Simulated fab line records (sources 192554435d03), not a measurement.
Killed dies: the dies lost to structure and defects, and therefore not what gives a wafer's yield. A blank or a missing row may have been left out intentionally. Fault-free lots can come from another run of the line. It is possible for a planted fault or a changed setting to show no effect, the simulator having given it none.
A single fault, viewed from 2 desks ; flow n5-finfet ; every desk sees just its own numbers, and what lay behind them comes last

== FOR THE TOOL OWNER'S DESK: krf-scanner-01 ==
The tool's own readings at N5_ZERO_LAYER_EXPOSE_08 (exposes mask ZERO, defocus 0 nm, target cd 2000 nm): means of the sampled wafers that have a number, for each lot that ran on this tool. A lot is out of limits, marked OUT, if its mean lies more than 4 standard deviations from the usual mean; the brackets give that distance.
Columns: A = exposure-dose-mJ-cm2 at N5_ZERO_LAYER_EXPOSE_08, usual 16.192; B = focus-offset-nm at N5_ZERO_LAYER_EXPOSE_08, usual 0.1 nm
lot;first seen here;A;B
L500;day 1 12:28;16.177;0.0
L501;day 1 18:28;16.206;-0.4
L503;day 2 06:37;16.185;0.8
L506;day 3 00:38;16.169;0.2
L511;day 4 06:37;16.176;0.8
L519;day 6 06:36;16.182;-0.2
L520;day 6 12:42;16.206;0.5
L521;day 6 18:28;16.176;0.3
This desk found nothing out of limits on any of the 8 lots.

== METROLOGY DESK ==
What the gauges read, lot by lot, whatever tool the lot ran on: means of the sampled wafers that have a number. A lot is out of limits, marked OUT, if its mean lies more than 4 standard deviations from the usual mean; the brackets give that distance.
Columns: A = cd-nm at N5_WELL_APT_CD_MEAS_08, usual 199.5 nm
lot;first seen here;A
L500;day 1 13:34;200.5
L501;day 1 19:34;197.9
L503;day 2 08:01;198.4
L506;day 3 01:51;197.5
L510;day 4 01:42;200.0
L511;day 4 07:57;200.9
L515;day 5 07:51;199.2
L519;day 6 08:01;201.3
L520;day 6 13:47;200.9
L521;day 6 19:59;200.0
L522;day 7 01:43;197.2
L523;day 7 07:35;198.7
This desk found nothing out of limits on any of the 12 lots.

== PUT TOGETHER ==
Nothing out of limits was seen by the tool owner's desk.
Metrology desk: nothing out of limits seen.

== WHAT WAS PUT IN BY THE SIMULATOR ==
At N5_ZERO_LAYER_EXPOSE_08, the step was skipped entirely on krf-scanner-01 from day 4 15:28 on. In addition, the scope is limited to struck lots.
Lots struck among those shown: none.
